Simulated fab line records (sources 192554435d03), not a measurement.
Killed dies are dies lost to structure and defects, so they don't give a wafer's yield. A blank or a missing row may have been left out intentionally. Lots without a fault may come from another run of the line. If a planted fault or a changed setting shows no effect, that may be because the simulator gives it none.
Problem report in the 8D (eight disciplines) form, filled by code | flow n5_finfet | the parts of the form that need people (team, actions taken, sign-off) are left out

## 1. THE ISSUE
spin_speed_rpm at N5_BEOL_M7_COAT_64 reads a mean of 1420.8 rpm on 6 wafers of 2 lots; wafers without a fault read 1500.2 rpm with a standard deviation of 1. That puts it -79 standard deviations away from the usual mean.
The step: time 60 s, resist thk 12 nm.
The first sign was on wafer L646.2 at day 12 09:52, on litho_track-03. Wafers with a number at this step in the record: 12, from 4 lots. By rule, "out" or "out of limits" means more than 4 standard deviations away from the usual mean. The rest of the wafers with a number are treated as sound.

## 2. WHAT IT IS, WHAT IT ISN'T
question                    | is                     | is not
which readings at this step | spin_speed_rpm         | dispense_pressure_kPa
which lots                  | L645, L646             | L634, L649
which wafers of those lots  | all that have a number | -
read on which tools         | litho_track-03         | litho_track-04
when                        | from day 12 09:52      | up to then (3 sound wafers); but 3 sound wafers of L649 came after

## 3. THE SUSPECTS, EACH WITH WHAT RULES IT OUT
Counting: a tool stays on the suspect list if, at a process step up to the reading, it processed all lots that are out and no sound lot following the first of them.
- litho_track-03 at N5_BEOL_M7_COAT_64 (time 60 s, resist thk 12 nm): kept. It processed each lot that is out, first L646 at day 12 09:52, and no sound lot thereafter; up to then, the last sound lot it processed was L634 at day 9 04:12. On those wafers its own readings are out: spin_speed_rpm.
Remaining after the count: litho_track-03 at N5_BEOL_M7_COAT_64.

## 4. THE CAUSE (what the simulator had put in)
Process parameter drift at N5_BEOL_M7_COAT_64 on litho_track-03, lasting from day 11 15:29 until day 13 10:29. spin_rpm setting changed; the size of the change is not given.
Only this tool survived the counting.

## 5. THE EFFECT CHAIN, in route order
Rows list readings where the struck wafers' mean (over those with a number) sits beyond 3 standard deviations from the usual. Readings are gone through only where the record gives a usual standard deviation; hours: the median, over the lots, of the time from a lot's start at the first step in this table giving one to that lot's start at this step; sigmas: the change measured in usual standard deviations.
hours | step               | reading        | usual      | on struck wafers | change | sigmas
0     | N5_BEOL_M7_COAT_64 | spin_speed_rpm | 1500.2 rpm | 1420.8           | -79.4  | -79
Process steps it contains:
- N5_BEOL_M7_COAT_64: time 60 s, resist thk 12 nm.

## 6. WHAT WOULD HAVE CAUGHT IT SOONER
First out-of-limits reading in this record: day 12 09:52, which is 18 hours after fault onset at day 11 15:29.
